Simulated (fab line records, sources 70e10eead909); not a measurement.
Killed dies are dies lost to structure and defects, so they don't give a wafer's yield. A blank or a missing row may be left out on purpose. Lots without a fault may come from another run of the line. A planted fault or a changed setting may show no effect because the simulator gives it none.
Problem report in the 8D (eight disciplines) form, filled by code | flow nand_harc | the parts of the form that need people (team, actions taken, sign-off) are left out

1. THE PROBLEM
killed_at_periphery at NHARC_END_SORT_01 reads a mean of 601.0 on 1 wafer of 1 lot; wafers without a fault read 3.8 with a standard deviation of 2.4. That is +99 or more standard deviations from the usual mean.
First seen on wafer L443.6, day 29 09:03, on prober-02. The record holds 3 wafers of 1 lot with a number at this step. Rule for "out", or "out of limits": more than 4 standard deviations from the usual mean. The other wafers with a number count as sound.

2. WHAT IT IS AND WHAT IT IS NOT
question                    | is                               | is not
which readings at this step | killed_at_periphery, killed_dies | killed_at_array, killed_at_other, killed_open, killed_short
which lots                  | L443                             | -
which wafers of those lots  | L443.6                           | L443.1, L443.3
read on which gauges        | prober-02                        | -
when                        | from day 29 09:03                | up to then (2 sound wafers)

3. SUSPECTS, AND WHAT RULES EACH OUT
Counting: a tool at a process step up to the reading stays a suspect if it ran every lot that is out. Sound lots after the first of them don't rule it out here, since some wafers of a struck lot are sound.
- the gauge at NHARC_END_SORT_01: ruled out. All the wafers that are out were read on prober-02, but those of them that NHARC_P_CONTACT_ETCH_18 has rows for are out there too, on other tools.
- plasma_asher-01 at NHARC_P_GATE_STRIP_112 (strips in N2/H2, time 200 s): kept. It ran the lot that is out, L443 (day 9 15:58).
- rie_diel-10 at NHARC_P_CONTACT_ETCH_18 (etches the open film in C4F8/O2/Ar, target depth 481 nm, time 240.5 s): kept. It ran the lot that is out, L443 (day 9 22:20). Its own readings are out on those wafers: oes_product_au.
- pvd_sputter-01 at NHARC_P_CONTACT_DEGAS_38 (time 60 s): kept. It ran the lot that is out, L443 (day 9 23:25).
- Within rie_diel-10 at NHARC_P_CONTACT_ETCH_18: the wafers that are out ran in chamber 0; their sound lot-mates ran in chambers 1, 2.
Left after counting: plasma_asher-01 at NHARC_P_GATE_STRIP_112, rie_diel-10 at NHARC_P_CONTACT_ETCH_18, pvd_sputter-01 at NHARC_P_CONTACT_DEGAS_38.

4. THE CAUSE (what the simulator had put in)
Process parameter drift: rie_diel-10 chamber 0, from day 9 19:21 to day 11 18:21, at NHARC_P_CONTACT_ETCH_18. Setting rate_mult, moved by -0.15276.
Counting left 3 suspects, and this tool is among them.

5. THE CHAIN OF EFFECTS, in route order
Each row: a reading whose mean over the struck wafers that have a number lies more than 3 standard deviations from the usual. Only readings for which the record gives a usual standard deviation are gone through. hours: the time from each lot's start at the first step in this table that gives one to its start at this step, as a median over the lots. sigmas: the change in usual standard deviations.
hours | step                    | reading             | usual      | on struck wafers | change | sigmas
0     | NHARC_P_CONTACT_ETCH_18 | oes_product_au      | 0.960 a.u. | 0.871            | -0.089 | -5.6
467   | NHARC_END_SORT_01       | killed_at_periphery | 3.8        | 601.0            | +597.2 | +99 or more
467   | NHARC_END_SORT_01       | killed_dies         | 58         | 677              | +619   | +29
The process steps in it:
- NHARC_P_CONTACT_ETCH_18: etches the open film in C4F8/O2/Ar, target depth 481 nm, time 240.5 s.

6. WHAT WOULD HAVE CAUGHT IT SOONER
In this record the first reading out of limits at a measuring or inspecting step was taken at day 29 09:03, 470 hours after the fault began at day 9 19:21.
The tool's own readings at NHARC_P_CONTACT_ETCH_18 were out on every struck wafer that the step has a row for (oes_product_au): an alarm limit on them would have fired on the first of those.
All the lots that are out (1) had begun NHARC_P_CONTACT_ETCH_18 on rie_diel-10 by day 29 09:03. A hold on the tool at that time would have spared none of them.
